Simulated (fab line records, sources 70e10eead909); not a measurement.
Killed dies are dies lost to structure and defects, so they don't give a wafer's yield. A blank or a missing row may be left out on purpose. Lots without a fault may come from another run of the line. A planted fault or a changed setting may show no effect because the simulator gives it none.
Which tool did it? | flow nand_harc | 13 lots, 39 wafers sampled, at 3 steps of a route of 1302

WHAT THE GAUGES READ, wafer by wafer
NHARC_P_BONDPAD_CD_MEAS_09: target cd 500 nm.
lot  | measured     | on        | cd_nm (nm)
L763 | day 7 05:38  | cd_sem-03 | 498.1 499.9 500.7
L764 | day 7 06:00  | cd_sem-03 | 503.8 504.1 500.5
L765 | day 7 20:28  | cd_sem-01 | 503.3 500.2 502.2
L766 | day 8 06:09  | cd_sem-02 | 499.8 498.1 504.3
L777 | day 12 15:00 | cd_sem-01 | 501.6 502.2 499.4
L775 | day 12 16:37 | cd_sem-01 | 505.6 500.7 499.2
L778 | day 13 05:43 | cd_sem-03 | 500.1 499.4 500.8
L779 | day 13 12:42 | cd_sem-01 | 501.6 501.9 500.1
L780 | day 14 01:26 | cd_sem-03 | 503.0 504.5 501.5
L781 | day 14 07:29 | cd_sem-03 | 500.8 499.1 501.8
L783 | day 15 10:35 | cd_sem-01 | 500.7 502.3 503.8
L784 | day 15 16:31 | cd_sem-01 | 502.7 502.5 501.0
L785 | day 16 00:32 | cd_sem-02 | 496.8 497.1 498.0

NHARC_P_BONDPAD_OVL_MEAS_38.
lot  | measured     | on         | overlay_x_nm (nm) | overlay_y_nm (nm)
L763 | day 7 05:44  | overlay-01 | -12 -12 -12       | 7 7 7
L764 | day 7 06:05  | overlay-02 | 6 7 6             | 1 2 1
L765 | day 7 20:33  | overlay-02 | 9 9 8             | 5 5 5
L766 | day 8 06:14  | overlay-01 | 2 1 1             | -3 -4 -3
L777 | day 12 15:05 | overlay-02 | -1 -1 -1          | 2 2 2
L775 | day 12 16:42 | overlay-02 | -2 -1 -2          | -9 -10 -10
L778 | day 13 05:49 | overlay-02 | -10 -10 -10       | -8 -8 -8
L779 | day 13 12:47 | overlay-02 | 5 5 4             | -1 0 0
L780 | day 14 01:31 | overlay-02 | -5 -5 -5          | -2 -1 -2
L781 | day 14 07:34 | overlay-02 | 6 6 6             | 3 3 4
L783 | day 15 10:41 | overlay-01 | 3 3 4             | 0 1 1
L784 | day 15 16:37 | overlay-01 | -2 -2 -1          | -11 -11 -11
L785 | day 16 00:38 | overlay-02 | 4 4 4             | -1 -1 -1

WHICH TOOL RAN EACH LOT (tool, then ch and the chambers of the sampled wafers, then the start)
lot  | NHARC_P_M2_DEP_33
L763 | pecvd-02 ch 0,2, day 7 04:03
L764 | pecvd-01 ch 1,2, day 7 04:23
L765 | pecvd-03 ch 0,2, day 7 18:43
L766 | pecvd-02 ch 0,2, day 8 04:31
L777 | pecvd-03 ch 0,2, day 12 13:26
L775 | pecvd-03 ch 0,1, day 12 15:05
L778 | pecvd-02 ch 0,1, day 13 04:04
L779 | pecvd-03 ch 0,1,2, day 13 11:11
L780 | pecvd-03 ch 0,1,2, day 13 23:49
L781 | pecvd-03 ch 2, day 14 05:47
L783 | pecvd-01 ch 0,1,2, day 15 09:02
L784 | pecvd-03 ch 0,1,2, day 15 15:03
L785 | pecvd-02 ch 0,1, day 15 22:55
- NHARC_P_M2_DEP_33: deposits SiCN, target thk 30 nm.

WHAT THE TOOLS THEMSELVES READ (means of the sampled wafers that have a number; where no wafer has one, the mark that the record gives instead)
NHARC_P_M2_DEP_33.
lot  | tool     | heater_power_w (W)
L763 | pecvd-02 | 534
L764 | pecvd-01 | 548
L765 | pecvd-03 | 457
L766 | pecvd-02 | 442
L777 | pecvd-03 | 467
L775 | pecvd-03 | 513
L778 | pecvd-02 | 470
L779 | pecvd-03 | 528
L780 | pecvd-03 | 558
L781 | pecvd-03 | 491
L783 | pecvd-01 | 544
L784 | pecvd-03 | 559
L785 | pecvd-02 | 496

THE ANSWER, worked out from the rows above alone
Rule: what is usual is taken from the lots themselves. Put in order of their means at a reading, lots are off if they are a third of the lots or fewer, leave a main group of 4 or more, and stand apart from it by a gap of 3 or more times the standard deviation of the main group's means; of several such gaps the widest counts. A main group whose means are all the same, to the digits that the tables above print for the reading, isn't used. A lot without any number at a reading at which 4 lots or more have one is off too. The other lots that the step has rows for count as sound. The gauges are gone through in route order, then the tools' own readings, and for those a lot's mean is taken as printed above. The first step at which some lot is off is used, and at that step the reading that is off furthest; a lot without a number counts as furthest.
No lot is off at any reading shown: from this, nothing can be told.

WHAT THE SIMULATOR HAD PUT IN
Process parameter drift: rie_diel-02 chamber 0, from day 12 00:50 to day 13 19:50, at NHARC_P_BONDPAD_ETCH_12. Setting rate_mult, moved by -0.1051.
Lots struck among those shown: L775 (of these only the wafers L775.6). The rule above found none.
